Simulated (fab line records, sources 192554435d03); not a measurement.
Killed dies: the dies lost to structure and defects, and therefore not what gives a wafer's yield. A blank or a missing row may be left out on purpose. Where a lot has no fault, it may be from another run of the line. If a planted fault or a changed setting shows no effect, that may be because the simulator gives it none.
Split-lot study -- flow n5-finfet -- 39 wafers read across 7 lots, on a route 1938 steps long

ABOUT THE SPLIT
At N5_DUMMY_GATE_ETCH_37 (etches SOC in N2/H2, target depth 60 nm, overetch 30 nm), the setting source-w was moved away from the recipe's 840 W on 15 of the 39 wafers read, by -12.7% to +18.8%. This setting was run at the recipe's value on the other wafers.

The reading comes from the split's own step.

THE READING
rf-vpp-V, in V, at N5_DUMMY_GATE_ETCH_37 (etches SOC in N2/H2, target depth 60 nm, overetch 30 nm). On this fab line, fault-free wafers typically give 522.6 V with a standard deviation of 2.3 V.

wafer,"tool, chamber at the split","source-w as run, W",against the recipe,"rf-vpp-V, V",against lot-mates on the recipe
L074.1,"rie-diel-01, 3",997.8,+18.8%,496.0,-26.7
L074.2,"rie-diel-01, 0",997.8,+18.8%,492.3,-30.4
L074.3,"rie-diel-01, 1",840,recipe,523.4,-
L074.4,"rie-diel-01, 0",840,recipe,521.1,-
L074.5,"rie-diel-01, 1",840,recipe,523.5,-
L074.6,"rie-diel-01, 3",997.8,+18.8%,497.3,-25.4
L078.1,"rie-diel-05, 0",840,recipe,519.0,-
L078.2,"rie-diel-05, 3",973.2,+15.9%,500.5,-21.9
L078.3,"rie-diel-05, 1",840,recipe,523.7,-
L078.4,"rie-diel-05, 2",973.2,+15.9%,497.2,-25.2
L078.5,"rie-diel-05, 0",973.2,+15.9%,495.3,-27.1
L078.6,"rie-diel-05, 1",840,recipe,524.4,-
L079.1,"rie-diel-01, 3",840,recipe,528.5,-
L079.2,"rie-diel-01, 2",840,recipe,524.2,-
L079.3,"rie-diel-01, 0",840,recipe,520.6,-
L079.4,"rie-diel-01, 1",840,recipe,524.2,-
L079.5,"rie-diel-01, 0",840,recipe,519.8,-
L079.6,"rie-diel-01, 1",840,recipe,522.8,-
L081.1,"rie-diel-01, 2",758.9,-9.7%,541.9,+19.2
L081.2,"rie-diel-01, 0",840,recipe,521.2,-
L081.3,"rie-diel-01, 1",840,recipe,523.3,-
L081.4,"rie-diel-01, 2",758.9,-9.7%,540.1,+17.4
L081.5,"rie-diel-01, 0",758.9,-9.7%,537.7,+15.0
L081.6,"rie-diel-01, 1",840,recipe,523.5,-
L088.1,"rie-diel-01, 1",840,recipe,523.5,-
L088.2,"rie-diel-01, 2",840,recipe,521.5,-
L088.3,"rie-diel-01, 0",746.5,-11.1%,540.2,+17.0
L088.4,"rie-diel-01, 3",840,recipe,524.5,-
L088.5,"rie-diel-01, 0",746.5,-11.1%,541.1,+17.9
L088.6,"rie-diel-01, 3",746.5,-11.1%,547.6,+24.4
L094.3,"rie-diel-06, 0",840,recipe,523.7,-
L094.4,"rie-diel-06, 3",840,recipe,525.4,-
L094.5,"rie-diel-06, 0",840,recipe,522.8,-
L095.1,"rie-diel-01, 0",840,recipe,521.3,-
L095.2,"rie-diel-01, 1",733.1,-12.7%,548.0,+24.4
L095.3,"rie-diel-01, 2",733.1,-12.7%,546.5,+22.9
L095.4,"rie-diel-01, 3",733.1,-12.7%,550.8,+27.2
L095.5,"rie-diel-01, 2",840,recipe,523.2,-
L095.6,"rie-diel-01, 3",840,recipe,526.4,-

FIT RESULTS
A straight line over all 39 wafers: rf-vpp-V changes by -1.66 V for each +1% of source-w; r = -0.99; the points scatter about the line by 2.6 V.
The same after taking each lot's own level away (the mean of its wafers on the recipe; 39 wafers): -1.64 V for each +1%; r = -0.99; scatter 2.5 V.
That fit puts the effect of the largest move of source-w on the reading at 31 V.
Measured against the standard deviation above, the lots' own levels, which go from 522.37 to 523.97 V, span 0.7 times it.
Consequently the slope shifts little with the lot-to-lot level, the two slopes agreeing.
Check: with one of the wafers moved furthest among these (+18.8%) left out of the fit, the line predicts -30.4 V for it against its lot-mates. It came out at -26.7 V against them.
Tool readings at the split's step, against how far the setting was moved: rf-vpp-V r = -0.99.

FILE'S OWN FIT
rf-vpp-V changes by -1.64 V for each +1% of source-w, r = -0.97.
